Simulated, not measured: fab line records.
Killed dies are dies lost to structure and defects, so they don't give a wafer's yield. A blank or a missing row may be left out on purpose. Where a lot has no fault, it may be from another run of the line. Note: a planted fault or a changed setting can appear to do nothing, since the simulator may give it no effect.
fab line records	flow n5_finfet
record lots=5	wafers=15	last_day=17
route steps=1938 shown PMOS_HMC_CHANNEL_EPI@62 PASSIVATION@1936
lots with no fault: from the same line, run without faults
start_h: the number of hours between the record's first day and the start of the first shown wafer of the lot	wait_h: hours elapsed since this lot's preceding step	" identical to the entry in the row above	L1.1+2: a row that stands for several wafers	- value missing, or start not given	* or withheld: withheld	< > ~ a bound
route shown NAME@n: names a module that has steps shown in the file, with the first one's number in the route	usual: mean and standard deviation over wafers with no fault	same: alike in all rows	chamber/n: place in a boat	sites: per-site readings	_std_site: standard deviation across them	_edge_site: inner sites' mean taken away from outer sites' mean	radius_mm: for every site, how far away it sits from the centre of the wafer	mask NAME#n: copy n	behind: tool/chamber where the wafer was last shaped	hold: why the lot went on hold/how many hours it stayed there/how the hold came to an end	device: names the non-switching transistor (n, p or np)	end of line: tests of these same wafers at the route's end	where a step has no rows: the recipe by itself	killed: dies lost to structure and defects at the first sort, not the wafer's yield	map: per-die view of a wafer (x killed, . not killed, _ where there is no die)
set.NAME: the setting the step ran with; set.NAME@STEP: the setting that earlier step ran with	model.NAME: the simulator's own value behind a step, which no gauge read
lots at some steps of the route; a table a step, a row a wafer
services: from which hour (start_h, from the record's first day; less than 0 if before it) a tool's chamber was out of use, for how many hours, and why
## steps
# step N5_PMOS_HMC_CHANNEL_EPI_EXPOSE_06
# recipe mask_id=PMOS_HMC_BLK	na=1.35	source_shape=conventional	sigma_outer=0.8	polarization=unpolarized	target_cd_nm=240	dose_mj=41
# step N5_PMOS_HMC_CHANNEL_EPI_PEB_07
# recipe peb_temp_c=110	peb_time_s=60	resist=CAR-ArF-block
# step N5_PMOS_HMC_CHANNEL_EPI_DEVELOP_08
# recipe develop_time_s=30	developer=TMAH	resist=CAR-ArF-block	dev_temp_c=23	rinse_liquid=diw	dry=air_spin
# step N5_PMOS_HMC_CHANNEL_EPI_CD_MEAS_09
# recipe target_cd_nm=237.4	landing_energy_ev=500	detector=se_inlens
# usual cd_nm=236.8/1.3
lot.wafer	tool	chamber	start_h	wait_h	cd_nm
L204.1	cd_sem-01	0	17.29	-	238.2
L204.4	"	0	"	"	236.9
L204.6	"	0	"	"	237.0
L209.2	cd_sem-01	0	47.60	-	236.8
L209.3	"	0	"	"	237.6
L209.6	"	0	"	"	236.8
L216.1	cd_sem-03	0	88.91	-	238.4
L216.2	"	0	"	"	237.0
L216.4	"	0	"	"	238.2
L220.1	cd_sem-02	0	113.32	-	236.7
L220.2	"	0	"	"	238.3
L220.6	"	0	"	"	237.3
L227.2	cd_sem-01	0	155.50	-	237.9
L227.3	"	0	"	"	238.7
L227.5	"	0	"	"	238.8
# step N5_PMOS_HMC_CHANNEL_EPI_OVL_MEAS_10
# recipe points_per_wafer=44
# usual PMOS_HMC_BLK_OVL=0.4/0.65
lot.wafer	tool	chamber	start_h	wait_h	PMOS_HMC_BLK_OVL[nm]
L204.1	overlay-02	0	17.32	0.0	1.6
L204.4	"	0	"	"	0.8
L204.6	"	0	"	"	1.2
L209.2	overlay-02	0	47.63	0.0	1.4
L209.3	"	0	"	"	-0.5
L209.6	"	0	"	"	1.6
L216.1	overlay-02	0	88.94	0.0	0.4
L216.2	"	0	"	"	0.1
L216.4	"	0	"	"	0.2
L220.1	overlay-01	0	113.35	0.0	1.9
L220.2	"	0	"	"	1.7
L220.6	"	0	"	"	1.4
L227.2	overlay-01	0	155.53	0.0	-0.8
L227.3	"	0	"	"	-0.1
L227.5	"	0	"	"	-0.3
# step N5_PMOS_HMC_CHANNEL_EPI_INSPECT_11
# recipe mode=adi	inspect_instrument=macro
# usual raw_defect_count=2.2/1.6
lot.wafer	tool	chamber	start_h	wait_h	raw_defect_count
L204.1	defect_inspect-01	-	17.34	0.0	4
L204.4	"	-	"	"	2
L204.6	"	-	"	"	0
L209.2	defect_inspect-02	-	47.65	0.0	4
L209.3	"	-	"	"	2
L209.6	"	-	"	"	0
L216.1	defect_inspect-02	-	88.97	0.0	2
L216.2	"	-	"	"	4
L216.4	"	-	"	"	3
L220.1	defect_inspect-01	-	113.37	0.0	1
L220.2	"	-	"	"	2
L220.6	"	-	"	"	2
L227.2	defect_inspect-01	-	155.56	0.0	1
L227.3	"	-	"	"	2
L227.5	"	-	"	"	1
# step N5_PMOS_HMC_CHANNEL_EPI_DESCUM_14
# recipe chemistry=O2	time_s=7.9	source_power_w=50	bias_power_w=20	pressure_mtorr=20	rf_frequency_hz=2.712e+07	temp_c=40	resist=CAR-ArF-block	o2_flow_sccm=225
# step N5_PMOS_HMC_CHANNEL_EPI_ETCH_32
# recipe chemistry=N2/H2	target=BARC	stop_on=SiO2	target_depth_a=858	over_etch_frac=0.3	time_s=50.3	ion_energy_ev=200	mask_material=CAR-ArF-block	pressure_mtorr=30	source_w=840	bias_w=150	n2_flow_sccm=200	h2_flow_sccm=200
# usual drypump_motor_current_A=5.8/0.41	n2_flow_sccm=200.0/0.65	oes_product_au=0.68/0.063	rf_vpp_V=524.0/2.4	showerhead_plenum_p_Torr=2.54/0.089	throttle_valve_pct=17.83/0.19
lot.wafer	tool	chamber	start_h	wait_h	drypump_motor_current_A	n2_flow_sccm	oes_product_au	rf_hours_counter_h	rf_vpp_V	showerhead_plenum_p_Torr	throttle_valve_pct
L204.1	rie_diel-05	2	17.41	0.0	5.3	199.1	0.72	56	524.3	2.60	18.04
L204.4	"	3	"	"	6.2	199.4	0.64	172	526.6	2.64	17.88
L204.6	"	2	"	"	5.3	199.4	0.73	-	525.1	2.60	18.04
L209.2	rie_diel-04	1	47.72	0.0	5.8	199.2	0.80	8	527.7	2.71	17.78
L209.3	"	2	"	"	5.6	199.5	0.59	228	520.5	2.40	17.76
L209.6	"	1	"	"	5.8	199.5	0.79	-	529.1	2.71	17.80
L216.1	rie_diel-05	1	89.10	0.0	6.1	200.3	0.70	81	520.7	2.46	17.81
L216.2	"	3	"	"	6.2	200.8	0.63	194	526.4	2.63	17.91
L216.4	"	0	"	"	5.9	198.7	0.59	240	525.5	2.61	18.22
L220.1	rie_diel-05	3	113.73	0.0	6.3	200.8	0.62	201	525.5	2.63	17.93
L220.2	"	0	"	"	5.9	198.9	0.59	247	527.2	2.61	18.23
L220.6	"	2	"	"	5.3	199.5	0.70	-	523.9	2.59	18.10
L227.2	rie_diel-04	0	155.65	0.0	5.1	200.1	0.64	149	522.2	2.52	17.64
L227.3	"	3	"	"	5.7	200.3	0.59	243	520.8	2.38	17.92
L227.5	"	2	"	"	5.5	199.6	0.81	-	527.5	2.71	17.37
# step N5_PMOS_HMC_CHANNEL_EPI_HM_OPEN_15
# recipe chemistry=CHF3/O2	target=SiO2	mask_material=CAR-ArF-block	target_depth_a=406	CHF3_flow_sccm=50	O2_flow_sccm=5	Ar_flow_sccm=200	time_s=20.3	pressure_mtorr=30	source_w=650	bias_w=170	ion_energy_ev=200
# usual drypump_motor_current_A=5.8/0.41	oes_ar_750_au=0.79/0.076	oes_o_777_au=0.79/0.073	oes_product_au=0.79/0.077	rf_vpp_V=521/10	showerhead_plenum_p_Torr=2.41/0.073	throttle_valve_pct=18.88/0.15
lot.wafer	tool	chamber	start_h	wait_h	drypump_motor_current_A	oes_ar_750_au	oes_o_777_au	oes_product_au	rf_hours_counter_h	rf_vpp_V	showerhead_plenum_p_Torr	throttle_valve_pct
L204.1	rie_diel-05	2	17.45	0.0	5.3	0.84	0.83	0.85	56	543	2.44	18.97
L204.4	"	3	"	"	6.2	0.77	0.76	0.75	172	509	2.48	18.76
L204.6	"	2	"	"	5.3	0.84	0.84	0.84	-	542	2.44	18.96
L209.2	rie_diel-04	1	47.76	0.0	5.8	0.96	0.94	0.94	8	528	2.56	18.82
L209.3	"	2	"	"	5.6	0.69	0.68	0.68	228	527	2.29	18.93
L209.6	"	1	"	"	5.8	0.95	0.94	0.95	-	525	2.56	18.82
L216.1	rie_diel-05	1	89.14	0.0	6.1	0.83	0.83	0.82	81	519	2.36	18.97
L216.2	"	3	"	"	6.2	0.75	0.74	0.73	194	508	2.47	18.80
L216.4	"	0	"	"	5.9	0.68	0.68	0.68	240	535	2.47	19.14
L220.1	rie_diel-05	3	113.77	0.0	6.2	0.74	0.74	0.73	201	508	2.47	18.81
L220.2	"	0	"	"	5.9	0.67	0.68	0.67	247	532	2.47	19.14
L220.6	"	2	"	"	5.3	0.80	0.80	0.82	-	543	2.43	19.03
L227.2	rie_diel-04	0	155.69	0.0	5.1	0.78	0.76	0.76	149	510	2.42	18.89
L227.3	"	3	"	"	5.7	0.68	0.70	0.68	243	521	2.27	19.02
L227.5	"	2	"	"	5.6	0.93	0.92	0.95	-	536	2.57	18.55
# step N5_PMOS_HMC_CHANNEL_EPI_STRIP_33
# recipe chemistry=N2/H2	power_w=500	temp_c=40	pressure_mtorr=50	rf_frequency_hz=6e+07	overash_fraction=0.3	bias_power_w=8	h2_frac=0.5	n2_flow_sccm=300	h2_flow_sccm=300
# usual drypump_motor_current_A=5.8/0.41	n2_flow_sccm=299.9/0.94	oes_product_au=0.80/0.077	rf_vpp_V=54.5/1.7	showerhead_plenum_p_Torr=3.36/0.11	throttle_valve_pct=18.85/0.29
lot.wafer	tool	chamber	start_h	wait_h	drypump_motor_current_A	n2_flow_sccm	oes_product_au	rf_hours_counter_h	rf_vpp_V	showerhead_plenum_p_Torr	throttle_valve_pct
L204.1	rie_diel-05	2	17.51	0.0	5.3	298.5	0.86	56	54.6	3.44	19.00
L204.4	"	3	"	"	6.2	301.2	0.76	172	55.9	3.48	19.04
L204.6	"	2	"	"	5.3	299.2	0.85	-	57.2	3.43	19.01
L209.2	rie_diel-04	1	47.82	0.0	5.9	299.7	0.93	8	54.7	3.58	18.79
L209.3	"	2	"	"	5.6	299.5	0.68	228	54.8	3.17	18.59
L209.6	"	1	"	"	5.9	298.7	0.94	-	52.0	3.58	18.82
L216.1	rie_diel-05	1	89.20	0.0	6.2	299.4	0.82	81	55.4	3.26	18.74
L216.2	"	3	"	"	6.3	300.8	0.76	194	54.5	3.47	19.11
L216.4	"	0	"	"	5.9	298.2	0.69	240	57.6	3.45	19.47
L220.1	rie_diel-05	3	113.83	0.0	6.2	301.0	0.74	201	56.5	3.46	19.11
L220.2	"	0	"	"	5.9	301.1	0.69	247	55.2	3.45	19.46
L220.6	"	2	"	"	5.3	299.9	0.82	-	56.1	3.42	19.04
L227.2	rie_diel-04	0	155.75	0.0	5.1	300.1	0.77	149	56.6	3.33	18.53
L227.3	"	3	"	"	5.7	301.9	0.68	243	55.9	3.16	18.84
L227.5	"	2	"	"	5.6	300.5	0.96	-	55.2	3.57	18.19
# step N5_PMOS_HMC_CHANNEL_EPI_STRIP_17
# recipe chemistry=SPM	time_s=750	temp_c=130	h2so4_h2o2_vol_ratio=4	dry=ipa_marangoni
# step N5_PMOS_HMC_CHANNEL_EPI_ETCH_38
# recipe chemistry=CF4	target=SiO2	target_depth_a=15	ion_energy_ev=350	pressure_mtorr=10	icp_w=800	bias_w=400	cf4_flow_sccm=80
# usual drypump_motor_current_A=5.8/0.49	oes_product_au=0.998/0.012	throttle_valve_pct=21.69/0.26
lot.wafer	tool	chamber	start_h	wait_h	drypump_motor_current_A	oes_product_au	rf_hours_counter_h	throttle_valve_pct
L204.1	rie_si-03	2	17.81	0.0	5.0	1.017	89	21.70
L204.4	"	3	"	"	6.3	0.990	202	21.51
L204.6	"	1	"	"	5.4	0.991	-	21.41
L209.2	rie_si-01	2	48.12	0.0	6.1	0.988	10	22.04
L209.3	"	0	"	"	5.3	0.991	134	21.65
L209.6	"	1	"	"	6.5	0.993	-	21.60
L216.1	rie_si-01	1	89.50	0.0	6.5	0.983	86	21.60
L216.2	"	3	"	"	6.6	1.000	30	22.05
L216.4	"	2	"	"	6.1	0.983	11	22.05
L220.1	rie_si-02	1	114.13	0.0	5.3	0.980	195	21.97
L220.2	"	0	"	"	5.4	1.004	33	21.20
L220.6	"	0	"	"	5.4	0.999	-	21.19
L227.2	rie_si-02	2	156.05	0.0	5.7	0.979	105	21.81
L227.3	"	0	"	"	5.4	1.008	34	21.19
L227.5	"	2	"	"	5.7	0.988	-	21.81
# step N5_PMOS_HMC_CHANNEL_EPI_FIN_RECESS_16
# recipe chemistry=HBr/Cl2	target=Si	mask_material=SiO2	target_depth_a=540	time_s=18	pressure_mtorr=10	icp_w=800	bias_w=75	HBr_flow_sccm=150	Cl2_flow_sccm=80
# usual drypump_motor_current_A=5.8/0.49	oes_product_au=1.001/0.012	throttle_valve_pct=35.30/0.27
lot.wafer	tool	chamber	start_h	wait_h	drypump_motor_current_A	oes_product_au	rf_hours_counter_h	throttle_valve_pct	model.PMOS_HMC_CHANNEL_EPI.feature_depth_nm	model.etch.depth_nm
L204.1	rie_si-03	2	17.83	0.0	5.0	1.010	89	35.30	54.08	54.08
L204.4	"	3	"	"	6.2	1.002	202	35.30	53.88	53.88
L204.6	"	1	"	"	5.4	0.986	-	34.93	52.69	52.69
L209.2	rie_si-01	2	48.14	0.0	6.1	0.995	10	35.67	54.1	54.1
L209.3	"	0	"	"	5.3	1.002	134	35.22	53.42	53.42
L209.6	"	1	"	"	6.5	0.997	-	35.28	53.07	53.07
L216.1	rie_si-01	1	89.52	0.0	6.5	0.980	86	35.29	52.01	52.01
L216.2	"	3	"	"	6.7	1.006	30	35.68	52.01	52.01
L216.4	"	2	"	"	6.1	0.987	11	35.69	43.75	43.75
L220.1	rie_si-02	1	114.15	0.0	5.3	0.976	195	35.34	53.61	53.61
L220.2	"	0	"	"	5.4	1.008	33	34.79	52.9	52.9
L220.6	"	0	"	"	5.4	1.007	-	34.79	53.03	53.03
L227.2	rie_si-02	2	156.07	0.0	5.7	1.001	105	35.50	52.84	52.84
L227.3	"	0	"	"	5.4	1.013	34	34.78	53.57	53.57
L227.5	"	2	"	"	5.7	0.997	-	35.50	53	53
# step N5_PMOS_HMC_CHANNEL_EPI_PRECLEAN_36
# recipe chemistry=O3/DIW	time_s=45	temp_c=22	o3_ppm=10
# step N5_PMOS_HMC_CHANNEL_EPI_PRECLEAN_18
# recipe chemistry=DHF	time_s=30	temp_c=25	dilution=withheld
# step N5_PMOS_HMC_CHANNEL_EPI_SRD_19
# recipe dry=ipa_marangoni	do_ppb=5	time_s=30	temp_c=23	rinse_liquid=diw
# step N5_PMOS_HMC_CHANNEL_EPI_EPI_20
# recipe material=SiGe30	mask_material=SiO2	pressure_torr=20	target_thk_a=590	temp_c=600
# step N5_PMOS_HMC_CHANNEL_EPI_HM_STRIP_35
# recipe chemistry=dHF	temp_c=25	material=SiO2	target=SiO2	target_depth_a=396	time_s=216
# step N5_PMOS_HMC_CHANNEL_EPI_SRD_39
# recipe dry=ipa_marangoni	time_s=30	temp_c=23	rinse_liquid=diw
# step N5_PMOS_HMC_CHANNEL_EPI_CMP_21
# recipe material=SiGe30	post_cmp_clean=alkaline_brush	target_thk_nm=54
# usual motor_current_A=12.4/1.2
lot.wafer	tool	chamber	start_h	wait_h	motor_current_A
L204.4	cmp-03	2	19.74	0.0	13.7
L204.1	"	0	"	"	12.0
L204.6	"	2	"	"	13.2
L209.3	cmp-01	2	50.04	0.0	11.9
L209.2	"	3	"	"	12.1
L209.6	"	2	"	"	12.3
L216.4	cmp-02	1	91.03	0.0	11.4
L216.2	"	2	"	"	11.9
L216.1	"	0	"	"	11.9
L220.2	cmp-02	3	115.66	0.0	11.0
L220.1	"	0	"	"	12.0
L220.6	"	3	"	"	11.1
L227.3	cmp-03	2	157.58	0.0	14.1
L227.2	"	0	"	"	12.2
L227.5	"	2	"	"	14.0
# step N5_PMOS_HMC_CHANNEL_EPI_THK_MEAS_22
# recipe reads=SiGe30_of_PMOS_HMC_CHANNEL_EPI_EPI_20
# usual HMC_CMP_THK=53.3/0.67
lot.wafer	tool	chamber	start_h	wait_h	HMC_CMP_THK[nm]
L204.1	film_metro-01	-	20.03	-	54.0
L204.4	"	-	"	"	53.8
L204.6	"	-	"	"	52.5
L209.2	film_metro-02	-	50.34	-	54.2
L209.3	"	-	"	"	53.4
L209.6	"	-	"	"	53.1
L216.1	film_metro-02	-	91.33	-	52.3
L216.2	"	-	"	"	52.2
L216.4	"	-	"	"	43.7
L220.1	film_metro-02	-	115.96	-	53.6
L220.2	"	-	"	"	52.9
L220.6	"	-	"	"	53.0
L227.2	film_metro-01	-	157.87	-	52.7
L227.3	"	-	"	"	53.3
L227.5	"	-	"	"	52.8
# step N5_PMOS_HMC_CHANNEL_EPI_PRECLEAN_40
# recipe chemistry=DHF	time_s=30	temp_c=25	dilution=withheld
# step N5_PASSIVATION_PROBE_49
# usual killed_at_M0_to_M3=34/12	killed_at_M4_up=12/4.9	killed_at_contacts=13/7.2	killed_at_front_end=39/12	killed_at_other=3.7/2.9	killed_dies=101/18	killed_on_rim=13/4	killed_open=67/14	killed_short=33/7.2
# same gross_dies=1180	killed_at_back_side=0
lot.wafer	tool	chamber	start_h	wait_h	killed_at_M0_to_M3	killed_at_M4_up	killed_at_contacts	killed_at_front_end	killed_at_other	killed_dies	killed_on_rim	killed_open	killed_short
L209.2	prober-02	-	309.91	0.1	28	8	17	28	0	81	13	61	20
L209.3	prober-02	-	309.96	0.1	30	11	12	19	0	72	9	43	29
L209.6	prober-02	-	310.11	0.3	24	14	15	26	1	80	11	60	20
L216.1	prober-01	-	356.86	0.0	19	7	14	51	12	103	12	60	42
L227.2	prober-02	-	412.48	0.1	25	8	26	38	9	106	12	57	47
L227.3	prober-02	-	412.53	0.1	32	8	22	37	5	104	16	70	34
L227.5	prober-02	-	412.63	0.2	36	3	28	35	10	112	14	81	31
# killed by level:class
L209.2 MOL_CONTACT_COAG:geometric_particle:open=12 BEOL_M0_SAQP:geometric_particle:open=8 BEOL_M3:geometric_particle:open=8 DUMMY_GATE:geometric_particle:open=7 STI_FIN_REVEAL:geometric_particle:open=5 MOL_CONTACT_COAG:geometric_particle:short=5 BEOL_M0_SAQP:geometric_particle:short=5 FIN_SAQP:geometric_particle:open=4
L209.3 MOL_CONTACT_COAG:geometric_particle:open=8 BEOL_M0_SAQP:geometric_particle:short=8 BEOL_M2:geometric_particle:open=7 FIN_SAQP:geometric_particle:short=6 BEOL_M0_SAQP:geometric_particle:open=5 MOL_CONTACT_COAG:geometric_particle:short=4 BEOL_M4:geometric_particle:open=4 BEOL_M3:geometric_particle:open=4
L209.6 MOL_CONTACT_COAG:geometric_particle:open=12 BEOL_M1:geometric_particle:open=8 STI_FIN_REVEAL:geometric_particle:open=7 BEOL_M4:geometric_particle:open=6 ILD0:geometric_particle:open=5 ILD0:geometric_particle:short=4 BEOL_M0_SAQP:geometric_particle:open=4 BEOL_M2:geometric_particle:open=4
L216.1 FIN_SAQP:geometric_particle:open=18 GATE_CUT:geometric_particle:short=10 MOL_CONTACT_COAG:geometric_particle:open=10 FIN_SAQP:geometric_particle:short=7 GATE_CUT:geometric_particle:open=6 BEOL_M0_SAQP:geometric_particle:short=5 MIM_TOP:geometric_particle:open=5 MOL_CONTACT_COAG:geometric_particle:short=4
L227.2 MOL_CONTACT_COAG:geometric_particle:open=22 FIN_SAQP:geometric_particle:short=12 BEOL_M0_SAQP:geometric_particle:short=7 FIN_SAQP:geometric_particle:open=6 STI_FIN_REVEAL:geometric_particle:open=6 BEOL_M0_SAQP:geometric_particle:open=5 GATE_CUT:geometric_particle:short=4 MOL_CONTACT_COAG:geometric_particle:short=4
L227.3 MOL_CONTACT_COAG:geometric_particle:open=17 FIN_SAQP:geometric_particle:short=16 BEOL_M0_SAQP:geometric_particle:open=14 BEOL_M3:geometric_particle:open=6 STI_FIN_REVEAL:geometric_particle:open=5 MOL_CONTACT_COAG:geometric_particle:short=5 BEOL_M0_SAQP:geometric_particle:short=5 BEOL_M1:geometric_particle:open=5
L227.5 MOL_CONTACT_COAG:geometric_particle:open=23 BEOL_M0_SAQP:geometric_particle:open=13 STI_FIN_REVEAL:geometric_particle:open=12 BEOL_M1:geometric_particle:open=6 MOL_CONTACT_COAG:geometric_particle:short=5 BEOL_M0_SAQP:geometric_particle:short=5 FIN_SAQP:geometric_particle:open=4 STARTING-WAFER:geometric_particle:open=4
## services
tool	chamber	start_h	hours	kind
rie_diel-05	0	-5.69	2.6	repair
cmp-02	-	4.77	5.3	pm
cmp-03	-	9.91	6.4	repair
cmp-01	-	16.64	5.0	pm
rie_diel-05	3	36.92	2.7	repair
rie_si-01	3	48.04	8.9	repair
cmp-02	-	50.01	2.6	repair
rie_diel-04	1	56.27	4.2	repair
rie_si-03	3	58.88	6.8	repair
rie_diel-05	-	60.59	0.6	repair
cmp-01	-	62.62	4.0	pm
cmp-03	-	67.46	6.0	pm
rie_si-03	0	70.48	7.0	repair
rie_si-01	-	78.17	0.7	repair
cmp-03	-	79.05	1.3	repair
rie_diel-04	0	80.56	7.8	repair
cmp-02	-	84.88	4.3	repair
rie_diel-05	1	126.84	5.4	repair
cmp-02	-	128.26	1.0	repair
rie_si-02	1	129.08	9.9	repair
cmp-02	-	135.48	4.0	pm
rie_si-01	3	150.60	4.7	repair
rie_si-03	1	152.82	1.6	repair
cmp-02	-	156.69	0.8	repair
## key
first_sign step=N5_PMOS_HMC_CHANNEL_EPI_THK_MEAS_22	reading=HMC_CMP_THK	direction=down	sigmas=14	usual=53.3	struck=43.7
effect none on later readings
model_effect step=N5_PMOS_HMC_CHANNEL_EPI_FIN_RECESS_16	value=PMOS_HMC_CHANNEL_EPI.feature_depth_nm	without=53.21	struck=43.75
met_at N5_PMOS_HMC_CHANNEL_EPI_FIN_RECESS_16
struck_wafers L216.4
tester_left_out L216
onset_between 48.14 89.52
fault kind=process_parameter_drift	tool=rie_si-01	chamber=2	onset_h=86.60	steps=N5_PMOS_HMC_CHANNEL_EPI_FIN_RECESS_16	channel=time_s	offset=*	shape=step	end_h=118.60	acts_in=*	stated=*
# tester_left_out: of these lots the tester's yield and bins aren't shown, on N5 and GAA mostly nor the transistor test; their killed dies are dies lost to structure and defects alone, not to doping, threshold or leakage, so they don't give the yield
